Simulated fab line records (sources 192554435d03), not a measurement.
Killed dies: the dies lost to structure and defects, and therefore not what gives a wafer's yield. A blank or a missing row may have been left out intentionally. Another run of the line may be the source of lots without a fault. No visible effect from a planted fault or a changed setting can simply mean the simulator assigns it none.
Lot-split experiment | flow n5Finfet | 21 wafers read from 7 lots, route of 1938 steps

## THE SPLIT ITSELF
At N5_BEOL_M14_COAT_66 (time 60 s, resist thk 110 nm), the setting spinRpm was moved away from the recipe's 1500 rpm on 8 of the 21 wafers read, by -10.9% to +7.6%. This setting was run at the recipe's value on the other wafers.

## FROM THE SPLIT TO THE READING: what the file shows between them, 3 steps
- N5_BEOL_M14_COAT_22: resist thk 300 nm
- N5_BEOL_M14_EBR_24
- N5_BEOL_M14_DESCUM_33: chemistry O2, time 7.9 s

## THE READING
coat_of_BEOL_M14_COAT_22.thkNm (the simulator's own value, which no gauge read), in nm, at N5_BEOL_M14_ETCH_67 (etches SiARC in CF4, target depth 143 nm, time 238.3 s). There is no usual value for it anywhere in the file. Average 211.6 nm, standard deviation 0.74 nm, over the 13 wafers here run with the recipe.

wafer  | tool, chamber at the split | spinRpm as run, rpm | against the recipe | coat_of_BEOL_M14_COAT_22.thkNm, nm | against lot-mates on the recipe
L075.1 | lithoTrack-04, 0           | 1500                | recipe             | 211.2                              | -
L075.3 | lithoTrack-04, 0           | 1500                | recipe             | 210.6                              | -
L075.4 | lithoTrack-04, 0           | 1500                | recipe             | 210.8                              | -
L078.1 | lithoTrack-04, 0           | 1500                | recipe             | 212.4                              | -
L078.2 | lithoTrack-04, 0           | 1500                | recipe             | 212.4                              | -
L078.6 | lithoTrack-04, 0           | 1500                | recipe             | 213.2                              | -
L085.1 | lithoTrack-01, 0           | 1591                | +6.1%              | 213.4                              | +2.0
L085.5 | lithoTrack-01, 0           | 1500                | recipe             | 211.4                              | -
L085.6 | lithoTrack-01, 0           | 1591                | +6.1%              | 213.4                              | +2.0
L087.3 | lithoTrack-04, 0           | 1337                | -10.9%             | 207.6                              | -4.4
L087.4 | lithoTrack-04, 0           | 1337                | -10.9%             | 208.6                              | -3.4
L087.6 | lithoTrack-04, 0           | 1500                | recipe             | 212                                | -
L093.3 | lithoTrack-01, 0           | 1500                | recipe             | 211.2                              | -
L093.4 | lithoTrack-01, 0           | 1500                | recipe             | 211.4                              | -
L093.6 | lithoTrack-01, 0           | 1500                | recipe             | 211                                | -
L097.3 | lithoTrack-01, 0           | 1614                | +7.6%              | 213                                | +1.8
L097.5 | lithoTrack-01, 0           | 1500                | recipe             | 211.2                              | -
L097.6 | lithoTrack-01, 0           | 1614                | +7.6%              | 212.4                              | +1.2
L092.1 | lithoTrack-04, 0           | 1604                | +6.9%              | 215                                | +2.6
L092.3 | lithoTrack-04, 0           | 1604                | +6.9%              | 214.4                              | +2.0
L092.6 | lithoTrack-04, 0           | 1500                | recipe             | 212.4                              | -

FIT RESULTS
A straight line over all 21 wafers: coat_of_BEOL_M14_COAT_22.thkNm changes by +0.303 nm for each +1% of spinRpm; r = +0.88; the points scatter about the line by 0.83 nm.
The same after taking each lot's own level away (the mean of its wafers on the recipe; 21 wafers): +0.318 nm for each +1%; r = +0.97; scatter 0.42 nm.
The reading moves by 3.5 nm for the largest change in spinRpm, on that fit.
From 210.87 to 212.67 nm: that is the span of the lots' own levels, equal to 2.4 times the standard deviation above.
The two slopes agree, so the slope changes little with the lot-to-lot level.
Check: -3.18 nm against its lot-mates is what the line predicts for one of the wafers moved furthest among these (-10.9%) when that wafer is left out of the fit. Against them it came out at -4.4 nm.

## ADDITIONAL SPLITS CARRIED BY THESE WAFERS
Other splits were also applied to these wafers ahead of the reading. Each is held against what the fit with the lots' levels taken away leaves over:
other split on the same wafers | wafers away from the commonest value | r with coat_of_BEOL_M14_COAT_22.thkNm (lot level and that fit taken away)
N5_BEOL_M11_COAT_59 spinRpm    | 7                                    | +0.13
N5_BEOL_M11_DEP_56 timeS       | 10                                   | +0.43
N5_BEOL_M12_ILD_DEP_00 timeS   | 8                                    | -0.11
N5_BEOL_M14_ILD_DEP_00 tempC   | 9                                    | +0.06
N5_BEOL_M14_ETCH_59 timeS      | 4                                    | +0.42

## THE WHOLE CHAIN: every reading that the file lists as answering this split, in the file's order
step                | what it does                                           | reading                                                                          | change (the file's fit)               | r (the file's)
N5_BEOL_M14_COAT_66 | time 60 s, resist thk 110 nm                           | SiARC_of_BEOL_M14_COAT_66.thkNm (the simulator's own value, which no gauge read) | -0.534 nm for each +1% of the setting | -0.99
N5_BEOL_M14_ETCH_67 | etches SiARC in CF4, target depth 143 nm, time 238.3 s | etch.depthNm (the simulator's own value, which no gauge read)                    | -0.539 nm for each +1% of the setting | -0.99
N5_BEOL_M14_ETCH_67 | etches SiARC in CF4, target depth 143 nm, time 238.3 s | coat_of_BEOL_M14_COAT_22.thkNm (the simulator's own value, which no gauge read)  | +0.314 nm for each +1% of the setting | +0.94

## FILE'S OWN FIT
coat_of_BEOL_M14_COAT_22.thkNm changes by +0.314 nm for each +1% of spinRpm, r = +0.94.
